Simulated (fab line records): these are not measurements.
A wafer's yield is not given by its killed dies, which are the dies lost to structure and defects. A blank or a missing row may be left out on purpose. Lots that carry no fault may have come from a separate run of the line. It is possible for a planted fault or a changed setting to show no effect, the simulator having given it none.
fab line records | flow n5-finfet
record: lots: 11 wafers: 33 last-day: 16
route steps=1938 shown BEOL_M6@1253 MIM_TOP_LITHO@1850 MIM_BOT_ETCH@1868 PAD_METAL@1893 PASSIVATION@1936
lots untouched by any fault: they come from a run of this same line in which no faults occurred
start-h: hours from the record's first day to the start of the lot's first wafer shown | wait-h: how many hours have passed since the lot's step before this one | " as in the row above | L1.1+2: several wafers, shown together as one row | - no value, or no start was given | * or withheld: withheld | < > ~ a bound
route shown NAME@n: names a module that has steps shown in the file, with the first one's number in the route | usual: mean and standard deviation over wafers with no fault | same: alike in all rows | chamber/n: place in a boat | sites: each site's reading | _std_site: standard deviation of those values | _edge_site: the outer-site mean with the inner-site mean subtracted | radius-mm: how far each site lies from the wafer's centre | mask NAME#n: copy n | behind: the last tool/chamber to shape the wafer | hold: what put the lot on hold/how long, in hours/how the hold closed | device: which transistor (n, p or np) failed to switch | end of line: tests run on the same wafers once the route is complete | a step with no rows: only its recipe | killed: at the first sort, the dies lost to defects and structure; wafer yield is something else | map: a wafer's dies, marking killed ones x, the rest . and places with no die _
set.NAME: setting as actually run; set.NAME@STEP: the setting as run at that earlier step | model.NAME: the simulator's own value behind a step, which no gauge read
route steps across a sampled set of lots; one table per step, one row per wafer
services: when a tool's chamber went out of use (start-h, in hours from the record's first day, below 0 if earlier), for how many hours, and the reason
== steps ==
step: N5_BEOL_M6_CVD_78
recipe: material: Co target-thk-a: 20 temp-c: withheld precursor: CCTBA/H2 pressure-torr: 30 time-s: 142.3
columns lot.wafer tool chamber start-h wait-h since-wet-clean-h
L564.2 cvd-co-02 2 226.25 0.2 308
L564.4 " 2 " " -
L564.6 " 1 " " -
L565.2 cvd-co-02 2 241.62 0.1 324
L565.3 " 0 " " 783
L565.5 " 2 " " -
L566.1 cvd-co-02 1 248.64 0.0 1227
L566.2 " 0 " " 790
L566.4 " 0 " " -
L567.3 cvd-co-01 1 250.71 0.0 103
L567.5 " 0 " " -
L567.6 " 1 " " -
L568.2 cvd-co-01 0 254.25 0.1 1014
L568.3 " 1 " " 106
L568.5 " 1 " " -
L569.1 cvd-co-01 0 264.18 0.1 1024
L569.3 " 1 " " 116
L569.4 " 2 " " -
L573.1 cvd-co-02 0 279.72 0.1 821
L573.3 " 1 " " 1258
L573.4 " 0 " " -
L572.1 cvd-co-02 0 290.62 0.1 832
L572.4 " 2 " " -
L572.5 " 0 " " -
L574.1 cvd-co-02 1 292.64 0.1 1271
L574.2 " 2 " " 375
L574.5 " 1 " " -
L575.2 cvd-co-02 1 297.40 0.0 1276
L575.3 " 0 " " 839
L575.5 " 2 " " -
L576.2 cvd-co-01 0 302.73 0.0 1063
L576.3 " 2 " " 603
L576.4 " 1 " " -
step: N5_MIM_TOP_LITHO_DESCUM_10
recipe: chemistry: O2 time-s: 7.9 source-power-w: 50 bias-power-w: 20 pressure-mtorr: 20 rf-frequency-hz: 2.712e+07 temp-c: 40 o2-flow-sccm: 225
usual: bias-power-w: 20.00/0.06 drypump-motor-current-A: 5.9/0.48 oes-product-au: 0.79/0.073 rf-vpp-V: 243.8/1.3 showerhead-plenum-p-Torr: 2.13/0.062 throttle-valve-pct: 20.46/0.2
columns lot.wafer tool chamber start-h wait-h bias-power-w drypump-motor-current-A oes-product-au rf-hours-counter-h rf-vpp-V showerhead-plenum-p-Torr throttle-valve-pct
L564.2 rie-diel-03 2 303.78 0.1 19.96 5.8 0.81 79 244.9 2.21 20.65
L564.4 " 3 " " 20.05 6.1 0.71 - 244.0 2.07 20.57
L564.6 " 0 " " 20.00 6.4 0.84 - 242.9 2.13 20.24
L565.2 rie-diel-05 3 317.98 0.0 19.93 6.4 0.68 239 244.5 2.15 20.68
L565.3 " 1 " " 20.02 4.9 0.81 95 243.1 2.04 20.38
L565.5 " 0 " " 20.05 5.7 0.70 - 243.5 2.17 20.60
L566.1 rie-diel-02 3 323.62 0.2 19.97 5.8 0.78 140 244.9 2.18 20.62
L566.2 " 2 " " 19.98 6.0 0.86 39 245.7 2.22 20.40
L566.4 " 1 " " 20.05 5.0 0.81 85 243.1 2.03 20.41
L567.3 rie-diel-03 3 330.27 0.2 19.95 6.1 0.71 216 242.6 2.07 20.57
L567.5 " 2 " " 20.04 5.8 0.81 - 245.8 2.20 20.68
L567.6 " 1 " " 20.06 6.7 0.69 - 243.5 2.15 20.17
L568.2 rie-diel-05 0 340.40 0.1 20.08 5.7 0.70 183 244.3 2.17 20.61
L568.3 " 2 " " 19.91 5.9 0.88 20 243.8 2.15 20.04
L568.5 " 1 " " 20.00 4.9 0.81 - 242.4 2.04 20.38
L569.1 rie-diel-05 1 346.39 0.0 20.04 4.9 0.82 102 241.3 2.03 20.40
L569.3 " 2 " " 19.97 5.9 0.88 24 245.0 2.15 20.06
L569.4 " 1 " " 20.09 4.9 0.81 - 243.1 2.03 20.40
L573.1 rie-diel-02 0 352.94 0.0 20.11 6.1 0.69 242 244.1 2.14 20.50
L573.3 " 2 " " 19.93 6.0 0.85 52 244.5 2.21 20.41
L573.4 " 1 " " 20.01 5.0 0.81 97 240.4 2.03 20.43
L572.1 rie-diel-02 0 369.95 0.1 19.93 6.2 0.68 248 242.2 2.14 20.50
L572.4 " 3 " " 20.10 5.8 0.77 161 243.8 2.17 20.65
L572.5 " 2 " " 19.98 6.1 0.84 - 245.8 2.21 20.47
L574.1 rie-diel-02 1 377.73 0.4 19.94 5.0 0.80 105 242.6 2.03 20.44
L574.2 " 2 " " 19.88 6.0 0.83 61 244.6 2.21 20.44
L574.5 " 2 " " 19.91 6.1 0.83 - 243.8 2.21 20.42
L575.2 rie-diel-02 3 380.68 0.0 20.00 5.8 0.76 166 244.4 2.17 20.64
L575.3 " 2 " " 19.97 6.1 0.85 62 244.4 2.21 20.45
L575.5 " 2 " " 20.01 6.1 0.84 - 243.5 2.21 20.43
L576.2 rie-diel-03 3 380.83 0.0 20.11 6.1 0.69 234 243.0 2.06 20.60
L576.3 " 2 " " 20.00 5.8 0.78 110 245.0 2.20 20.70
L576.4 " 0 " " 20.03 6.4 0.80 81 243.6 2.12 20.29
step: N5_MIM_BOT_ETCH_ETCH_00
recipe: chemistry: Cl2/BCl3 target: TiN target-depth-a: 455 ion-energy-ev: 150 pressure-mtorr: 10 icp-w: 1000 bias-w: 126 Cl2_flow_sccm: 53.25 bcl3-flow-sccm: 21.75 Ar_flow_sccm: 25
usual: drypump-motor-current-A: 5.4/0.33 oes-product-au: 0.82/0.11 throttle-valve-pct: 21.90/0.22
columns lot.wafer tool chamber start-h wait-h drypump-motor-current-A oes-product-au rf-hours-counter-h throttle-valve-pct
L564.2 rie-metal-01 0 304.89 0.2 5.1 0.65 - 22.27
L564.4 " 0 " " 5.1 0.65 - 22.27
L564.6 " 0 " " 5.1 0.66 - 22.28
L565.2 rie-metal-02 1 319.19 0.1 5.8 0.90 11 21.73
L565.3 " 0 " " 5.4 0.99 - 21.61
L565.5 " 0 " " 5.4 1.00 - 21.61
L566.1 rie-metal-01 0 325.32 0.1 5.1 0.65 101 22.28
L566.2 " 1 " " 6.1 0.65 96 22.02
L566.4 " 1 " " 6.1 0.66 - 22.02
L567.3 rie-metal-01 1 331.42 0.1 6.1 0.66 - 22.01
L567.5 " 0 " " 5.1 0.66 - 22.28
L567.6 " 1 " " 6.1 0.66 - 22.02
L568.2 rie-metal-03 1 341.67 0.1 5.2 0.82 31 21.68
L568.3 " 1 " " 5.2 0.82 - 21.71
L568.5 " 0 " " 5.4 0.89 - 22.03
L569.1 rie-metal-02 1 347.68 0.1 5.8 0.88 14 21.74
L569.3 " 0 " " 5.3 0.95 - 21.63
L569.4 " 1 " " 5.8 0.89 - 21.74
L573.1 rie-metal-02 0 354.00 0.1 5.3 0.95 4 21.63
L573.3 " 1 " " 5.8 0.89 - 21.75
L573.4 " 0 " " 5.3 0.94 - 21.61
L572.1 rie-metal-02 1 371.06 0.1 5.8 0.88 16 21.73
L572.4 " 0 " " 5.3 0.93 - 21.64
L572.5 " 0 " " 5.3 0.93 - 21.65
L574.1 rie-metal-02 1 378.95 0.1 5.8 0.87 17 21.73
L574.2 " 0 " " 5.3 0.92 6 21.62
L574.5 " 1 " " 5.8 0.88 - 21.75
L575.2 rie-metal-03 1 381.78 0.1 5.2 0.80 34 21.73
L575.3 " 0 " " 5.3 0.88 - 22.06
L575.5 " 1 " " 5.2 0.80 - 21.73
L576.2 rie-metal-01 1 382.06 0.2 6.1 0.64 - 22.04
L576.3 " 1 " " 6.1 0.64 - 22.05
L576.4 " 1 " " 6.1 0.64 - 22.04
step: N5_PASSIVATION_DEGAS_18
recipe: ambient: vacuum temp-c: 300 time-s: 60
usual: heater-power-w: 456/23
columns lot.wafer tool chamber start-h wait-h heater-power-w
L564.2 pvd-sputter-02 - 307.18 0.4 477
L564.4 " - " " 453
L564.6 " - " " 487
L565.2 pvd-sputter-03 - 323.97 0.6 469
L565.3 " - " " 474
L565.5 " - " " 460
L566.1 pvd-sputter-03 - 331.54 2.1 469
L566.2 " - " " 447
L566.4 " - " " 443
L567.3 pvd-sputter-03 - 334.77 1.4 474
L567.5 " - " " 473
L567.6 " - " " 464
L568.2 pvd-sputter-02 - 346.19 1.1 490
L568.3 " - " " 467
L568.5 " - " " 499
L569.1 pvd-sputter-01 - 351.48 0.3 476
L569.3 " - " " 434
L569.4 " - " " 462
L573.1 pvd-sputter-02 - 357.74 0.4 440
L573.3 " - " " 449
L573.4 " - " " 465
L572.1 pvd-sputter-01 - 375.39 2.0 465
L572.4 " - " " 401
L572.5 " - " " 475
L574.1 pvd-sputter-01 - 383.25 0.1 385
L574.2 " - " " 462
L574.5 " - " " 440
L576.2 pvd-sputter-01 - 386.39 0.7 428
L576.3 " - " " 466
L576.4 " - " " 477
L575.2 pvd-sputter-01 - 386.73 1.0 433
L575.3 " - " " 405
L575.5 " - " " 469
step: N5_PASSIVATION_PROBE_49
usual: defect-limited-yield: 91.5/1.3 killed_at_M0_to_M3: 33/10 killed_at_M4_up: 13/4 killed-at-contacts: 12/6.3 killed-at-front-end: 39/11 killed-at-other: 3.4/2.6 killed-dies: 100/15 killed-open: 65/11 killed-short: 34/7.8 sort_bin_5_function: 5.0/0.89 sort_bin_6_memory: 3.2/0.58 sort-n-pass: 1080/15 sort-yield-pct: 91.5/1.3
same: gross-dies: 1180 killed-at-back-side: 0 sort_bin_4_leakage[%]: 0 sort_bin_8_speed[%]: 0
columns lot.wafer tool chamber start-h wait-h defect-limited-yield[%] killed_at_M0_to_M3 killed_at_M4_up killed-at-contacts killed-at-front-end killed-at-other killed-dies killed-open killed-short sort_bin_5_function[%] sort_bin_6_memory[%] sort-n-pass sort-yield-pct[%]
L575.2 prober-01 - 392.51 0.1 90.6 42 10 13 41 5 111 79 31 5.2 4.2 1069 90.6
L575.3 prober-01 - 392.56 0.1 91.4 31 12 16 40 3 102 67 32 4.6 3.6 1078 91.4
L575.5 prober-01 - 392.66 0.2 81.1 42 127 18 28 8 223 78 29 11.9 5.0 957 81.1
killed by level:class
L575.2 MOL_CONTACT_COAG:geometric-particle:open=13 FIN_SAQP:geometric-particle:short=12 STI_FIN_REVEAL:geometric-particle:open=11 BEOL_M3:geometric-particle:open=11 BEOL_M0:geometric-particle:open=9 BEOL_M0_SAQP:geometric-particle:short=7 FIN_SAQP:geometric-particle:open=5 BEOL_M2:geometric-particle:open=5
L575.3 MOL_CONTACT_COAG:geometric-particle:open=13 STI_FIN_REVEAL:geometric-particle:open=10 BEOL_M4:geometric-particle:open=9 FIN_SAQP:geometric-particle:open=8 BEOL_M0_SAQP:geometric-particle:short=8 BEOL_M3:geometric-particle:open=7 FIN_SAQP:geometric-particle:short=6 BEOL_M0_SAQP:geometric-particle:open=4
L575.5 BEOL_M6:unspecified=114 MOL_CONTACT_COAG:geometric-particle:open=16 BEOL_M2:geometric-particle:open=12 BEOL_M0_SAQP:geometric-particle:short=8 BEOL_M0_SAQP:geometric-particle:open=6 FIN_SAQP:geometric-particle:open=5 DUMMY_GATE:geometric-particle:open=5 BEOL_M5:geometric-particle:open=5
== services ==
columns tool chamber start-h hours kind
rie-metal-02 - 213.88 0.3 repair
rie-metal-02 1 215.29 - clean
rie-metal-02 1 215.29 17.7 scheduled-down
rie-diel-03 1 222.81 2.7 repair
rie-metal-03 - 228.89 0.2 repair
rie-diel-02 0 236.29 1.6 repair
rie-diel-05 2 248.47 1.5 repair
rie-diel-03 0 253.76 5.9 repair
rie-diel-05 1 276.26 3.2 repair
pvd-sputter-01 - 283.92 0.7 repair
rie-metal-01 1 285.68 20.6 repair
rie-diel-05 - 322.76 14.6 pm
cvd-co-02 2 329.57 7.7 repair
rie-metal-02 - 331.56 0.9 repair
cvd-co-02 1 337.31 - clean
cvd-co-02 1 337.31 22.0 scheduled-down
cvd-co-02 1 337.31 22.0 vent-cycle
rie-diel-05 0 341.64 21.4 repair
cvd-co-02 - 349.37 3.8 pm
pvd-sputter-02 - 359.51 2.0 repair
rie-diel-05 1 364.89 25.3 repair
cvd-co-02 1 365.30 11.2 repair
rie-diel-03 3 373.30 4.5 repair
rie-diel-02 0 377.03 1.3 repair
== key ==
first-sign: step: N5_PASSIVATION_PROBE_49 reading: killed_at_M4_up direction: up sigmas: 28 usual: 13 struck: 127
effect: step: N5_PASSIVATION_PROBE_49 reading: killed-dies direction: up sigmas: 8.1 usual: 100 struck: 223
more-kills-born-at: N5_BEOL_M6_CVD_78@cvd-co-02: 114
met-at N5_BEOL_M6_CVD_78
struck-lots L575
struck-wafers L575.5
not-acting-at N5_MIM_TOP_LITHO_DESCUM_10,N5_MIM_BOT_ETCH_ETCH_00,N5_PASSIVATION_DEGAS_18
onset-between 292.64 297.40
fault: kind: chamber-particle-source tool: cvd-co-02 chamber: 2 onset-h: 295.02 steps: N5_BEOL_M6_CVD_78 rate-per-visit-cm2: 0.79536 end-h: 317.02
